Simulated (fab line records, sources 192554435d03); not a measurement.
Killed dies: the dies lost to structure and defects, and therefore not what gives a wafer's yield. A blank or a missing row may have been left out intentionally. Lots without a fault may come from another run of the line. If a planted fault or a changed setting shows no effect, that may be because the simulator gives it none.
Matching of chambers || flow n5 finfet || 4 sister chambers for N5_GATE_CUT_CMP_02 on cmp-02
The step polishes, stops on SiO2, t overpolish 12.7 s, target thk 0 nm. 16 wafers are shown with their chamber, then 8 later ones without.

WAFERS, EACH WITH ITS CHAMBER
{"wafer": "L076.1", "chamber": 0, "motor current A (A)": 8.6, "overpolish run s (s)": 12.702, "time to endpoint s (s)": 23}
{"wafer": "L076.2", "chamber": 1, "motor current A (A)": 9.8, "overpolish run s (s)": 12.713, "time to endpoint s (s)": 26}
{"wafer": "L076.3", "chamber": 2, "motor current A (A)": 8.0, "overpolish run s (s)": 12.702, "time to endpoint s (s)": 23}
{"wafer": "L081.2", "chamber": 1, "motor current A (A)": 9.8, "overpolish run s (s)": 12.692, "time to endpoint s (s)": 28}
{"wafer": "L081.3", "chamber": 3, "motor current A (A)": 9.1, "overpolish run s (s)": 12.683, "time to endpoint s (s)": 27}
{"wafer": "L081.4", "chamber": 2, "motor current A (A)": 8.4, "overpolish run s (s)": 12.701, "time to endpoint s (s)": 26}
{"wafer": "L083.1", "chamber": 1, "motor current A (A)": 10.1, "overpolish run s (s)": 12.691, "time to endpoint s (s)": 28}
{"wafer": "L083.3", "chamber": 2, "motor current A (A)": 8.2, "overpolish run s (s)": 12.712, "time to endpoint s (s)": 23}
{"wafer": "L083.6", "chamber": 3, "motor current A (A)": 9.5, "overpolish run s (s)": 12.693, "time to endpoint s (s)": 26}
{"wafer": "L084.1", "chamber": 0, "motor current A (A)": 8.6, "overpolish run s (s)": 12.696, "time to endpoint s (s)": 28}
{"wafer": "L084.5", "chamber": 3, "motor current A (A)": 9.3, "overpolish run s (s)": 12.689, "time to endpoint s (s)": 26}
{"wafer": "L084.6", "chamber": 0, "motor current A (A)": 9.0, "overpolish run s (s)": 12.702, "time to endpoint s (s)": 27}
{"wafer": "L088.1", "chamber": 1, "motor current A (A)": 9.9, "overpolish run s (s)": 12.706, "time to endpoint s (s)": 27}
{"wafer": "L088.2", "chamber": 0, "motor current A (A)": 8.9, "overpolish run s (s)": 12.712, "time to endpoint s (s)": 24}
{"wafer": "L088.6", "chamber": 2, "motor current A (A)": 8.7, "overpolish run s (s)": 12.704, "time to endpoint s (s)": 19}
{"wafer": "L089.1", "chamber": 0, "motor current A (A)": 8.9, "overpolish run s (s)": 12.711, "time to endpoint s (s)": 22}

SIGNATURES, as means of the wafers listed above
{"reading": "motor current A", "chamber 0": 8.800, "chamber 1": 9.900, "chamber 2": 8.325, "chamber 3": 9.300, "scatter within a chamber": 0.214}
{"reading": "overpolish run s", "chamber 0": 12.70460, "chamber 1": 12.70050, "chamber 2": 12.70475, "chamber 3": 12.68833, "scatter within a chamber": 0.0074}
{"reading": "time to endpoint s", "chamber 0": 24.80, "chamber 1": 27.25, "chamber 2": 22.75, "chamber 3": 26.33, "scatter within a chamber": 2.14}
Rule: distance of a wafer from a chamber = root of the sum over the readings of ((wafer's reading minus chamber's mean) / reading's scatter) squared. The wafer belongs to the nearest chamber; if the next one is less than 2 further off, it can't be placed. The scatter: the root of (the sum of the squares of (reading less its chamber's mean) over the shown wafers, divided by (wafers less chambers)).

WAFERS MISSING THEIR CHAMBER
{"wafer": "L089.3", "motor current A (A)": 8.4, "overpolish run s (s)": 12.691, "time to endpoint s (s)": 20}
{"wafer": "L089.5", "motor current A (A)": 8.3, "overpolish run s (s)": 12.703, "time to endpoint s (s)": 21}
{"wafer": "L094.1", "motor current A (A)": 9.7, "overpolish run s (s)": 12.694, "time to endpoint s (s)": 27}
{"wafer": "L094.5", "motor current A (A)": 8.3, "overpolish run s (s)": 12.702, "time to endpoint s (s)": 25}
{"wafer": "L094.6", "motor current A (A)": 9.9, "overpolish run s (s)": 12.702, "time to endpoint s (s)": 27}
{"wafer": "L097.2", "motor current A (A)": 9.9, "overpolish run s (s)": 12.699, "time to endpoint s (s)": 28}
{"wafer": "L097.3", "motor current A (A)": 9.5, "overpolish run s (s)": 12.705, "time to endpoint s (s)": 25}
{"wafer": "L097.6", "motor current A (A)": 10.3, "overpolish run s (s)": 12.692, "time to endpoint s (s)": 30}

WHICH CHAMBER EACH ONE RAN IN
{"wafer": "L089.3", "from the rows above": "can't be placed: 2 or 0", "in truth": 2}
{"wafer": "L089.5", "from the rows above": 2, "in truth": 2}
{"wafer": "L094.1", "from the rows above": "can't be placed: 1 or 3", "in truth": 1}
{"wafer": "L094.5", "from the rows above": "can't be placed: 2 or 0", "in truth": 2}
{"wafer": "L094.6", "from the rows above": 1, "in truth": 1}
{"wafer": "L097.2", "from the rows above": 1, "in truth": 1}
{"wafer": "L097.3", "from the rows above": "can't be placed: 1 or 3 or 0", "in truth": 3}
{"wafer": "L097.6", "from the rows above": 1, "in truth": 1}
4 of 8 placed correctly. These rows do not allow placing 4 (true chamber among the candidates in 4). Placed wrongly: 0.
